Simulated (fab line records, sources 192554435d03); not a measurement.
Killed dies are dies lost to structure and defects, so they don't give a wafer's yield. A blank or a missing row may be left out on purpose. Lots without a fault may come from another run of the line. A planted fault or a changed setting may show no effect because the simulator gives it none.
Chamber matching | flow n5_finfet | N5_BEOL_M13_ETCH_68 on rie_diel-06: 4 sister chambers
The step etches SOC in N2/H2, time 355 s. 8 wafers are shown with their chamber, then 8 later ones without.

WAFERS WITH THEIR CHAMBER
wafer  | chamber | drypump_motor_current_A (A) | showerhead_plenum_p_Torr (Torr)
L078.1 | 1       | 5.2                         | 2.59
L081.3 | 0       | 6.5                         | 2.60
L092.2 | 3       | 5.2                         | 2.56
L092.3 | 1       | 5.2                         | 2.59
L089.2 | 3       | 5.2                         | 2.56
L089.4 | 2       | 6.4                         | 2.41
L089.5 | 2       | 6.4                         | 2.41
L091.1 | 0       | 6.4                         | 2.59

WAFERS WITHOUT THEIR CHAMBER
wafer  | drypump_motor_current_A (A) | showerhead_plenum_p_Torr (Torr)
L091.3 | 6.4                         | 2.41
L091.4 | 5.2                         | 2.55
L097.1 | 6.5                         | 2.59
L097.2 | 5.2                         | 2.58
L097.6 | 6.5                         | 2.59
L095.1 | 5.2                         | 2.55
L095.4 | 6.4                         | 2.41
L095.6 | 5.2                         | 2.55

WHICH CHAMBER EACH WENT THROUGH
wafer  | from the rows above | in truth
L091.3 | 2                   | 2
L091.4 | 3                   | 3
L097.1 | 0                   | 0
L097.2 | 1                   | 1
L097.6 | 0                   | 0
L095.1 | 3                   | 3
L095.4 | 2                   | 2
L095.6 | 3                   | 3
Placed correctly: 8 of 8. Can't be placed from these rows: 0. Placed wrongly: 0.
How it was worked out, from the rows above alone: a wafer's distance from a chamber is the root of the sum, over the readings, of the square of ((its reading less the chamber's mean) divided by the reading's scatter). The wafer belongs to the nearest chamber; if the next one is less than 2 further off, it can't be placed. A chamber's mean is the mean of its shown wafers. The scatter: the root of (the sum of the squares of (reading less its chamber's mean) over the shown wafers, divided by (wafers less chambers)).
